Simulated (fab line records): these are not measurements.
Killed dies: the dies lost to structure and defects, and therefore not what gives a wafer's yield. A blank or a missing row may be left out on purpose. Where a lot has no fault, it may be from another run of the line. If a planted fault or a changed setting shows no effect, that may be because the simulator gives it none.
Comparing a struck lot with a sound one | flow n5_finfet | 15 steps out of a route of 1938
Sound: these wafers, L803.2, L803.5, L803.6. Wafers L818.2, L818.3, L818.6 were the ones struck. The cause comes at the end.
At each step with rows: each side's tool, then ch and its chambers, then its first start. Under that, the readings that differ: sound wafers | struck wafers | difference of the means | sigmas: that difference in standard deviations of wafers without a fault.
alike: words and numbers the same on both sides, and readings whose means are apart by under 2 such deviations; not compared: readings that were withheld, readings missing a value for some wafer, numbers with overlapping values and no deviation given by the record, and bounds like >300 which may hide the same value.
Wherever a step has rows on one side only, a row that says differs or no value, or a row with sigmas, the two part there. Numbers that don't overlap but have no deviation are shown without sigmas and don't part them. A reading missing from all wafers of one side parts the sides only when that side holds two or more wafers.

N5_HKMG_FIN_STRIP_34: strips in CF4.
  sound on rie_diel-01 ch 2,3, day 4 16:26; struck on rie_diel-03 ch 1,2,3, day 8 11:51
  reading                | sound             | struck            | difference | sigmas
  throttle_valve_pct (%) | 13.27 13.12 13.27 | 13.56 13.94 13.60 | +0.48      | +2
  alike: cf4_flow_sccm, drypump_motor_current_A, oes_product_au, rf_vpp_V, showerhead_plenum_p_Torr
  not compared: rf_hours_counter_h
then, 1 step without rows for these wafers: N5_HKMG_FIN_ETCH_35 (etches SOC in N2/H2, target depth 215.8 nm, time 243.4 s).
N5_HKMG_FIN_STRIP_92: strips SOC in N2/H2, time 20 s.
  sound on rie_diel-01 ch 2,3, day 4 16:36; struck on rie_diel-03 ch 1,2,3, day 8 12:01
  alike: drypump_motor_current_A, oes_product_au, rf_vpp_V, showerhead_plenum_p_Torr, temp_c, throttle_valve_pct
  not compared: rf_hours_counter_h
then, 1 step without rows for these wafers: N5_HKMG_FIN_WET_ETCH_18 (etches TiN in SC1, time 55 s, target depth 5.2 nm, rinse time 30 s).
N5_HKMG_FIN_STRIP_19: strips in N2/H2, time 360 s.
  sound on plasma_asher-02 ch 0,1, day 4 16:45; struck on plasma_asher-02 ch 0,1, day 8 12:10
  alike: drypump_motor_current_A, heater_power_w, temp_c
  not compared: rf_hours_counter_h
then, 2 steps without rows for these wafers: N5_HKMG_FIN_ALD_91 (deposits TiN, target thk 1 nm, pulse time 1 s, purge time 3 s); N5_HKMG_FIN_COAT_85 (time 60 s, resist thk 300 nm).
N5_HKMG_FIN_ETCH_86: etches SOC in N2/H2, stops on TiN, target depth 393.2 nm.
  sound on rie_diel-01 ch 0,1,3, day 4 17:28; struck on rie_diel-03 ch 1,2,3, day 8 12:59
  alike: drypump_motor_current_A, oes_product_au, rf_vpp_V, showerhead_plenum_p_Torr, throttle_valve_pct
  not compared: rf_hours_counter_h
then, 3 steps without rows for these wafers: N5_HKMG_FIN_STRIP_89 (strips SOC in N2/H2, time 20 s); N5_HKMG_FIN_WET_ETCH_87 (etches TiN in SC1, time 154.2 s, target depth 4.7 nm, rinse time 30 s); N5_HKMG_FIN_STRIP_88 (strips in N2/H2, time 360 s).
N5_HKMG_FIN_NWFM_ALD_20: deposits TiAlC, target thk 2 nm, pulse time 3 s, purge time 2 s.
  sound on ald_metal-04 ch 1,2, day 4 18:06; struck on ald_metal-04 ch 0,2,3, day 8 13:37
  alike: heater_power_w, precursor_pulse_height_rel, susceptor_temp_C
N5_HKMG_FIN_ALD_71: deposits TiN, target thk 1 nm, pulse time 1 s, purge time 3 s.
  sound on ald_metal-04 ch 1,2, day 4 18:12; struck on ald_metal-04 ch 0,2,3, day 8 13:43
  reading              | sound                | struck               | difference | sigmas
  susceptor_temp_C (C) | 400.13 400.30 399.63 | 370.54 370.84 370.92 | -29.25     | -99 or more
  alike: heater_power_w, precursor_pulse_height_rel
then, 1 step without rows for these wafers: N5_HKMG_FIN_COAT_66 (time 60 s, resist thk 300 nm).
-- a jump in the record: the struck wafers' starts before and after are 3 days apart (it breaks off in module HKMG_FIN and resumes in module BEOL_M4, where the first step shown is number 1111 of the route) --
N5_BEOL_M4_RC_MEAS_101:
  sound on prober-01 ch 0, day 8 05:54; struck on prober-01 ch 0, day 11 18:08
  alike: DIBL_N, DIBL_P, IOFF_N, IOFF_P, ION_N, ION_P, SS_N, SS_P, VT_N, VT_P

== WHERE THEY PART ==
Last at N5_HKMG_FIN_ALD_71 as far as this record goes, first at N5_HKMG_FIN_STRIP_34. Later steps at which nothing parts them and some readings are alike: N5_BEOL_M4_RC_MEAS_101.

WHY: what had been put in by the simulator
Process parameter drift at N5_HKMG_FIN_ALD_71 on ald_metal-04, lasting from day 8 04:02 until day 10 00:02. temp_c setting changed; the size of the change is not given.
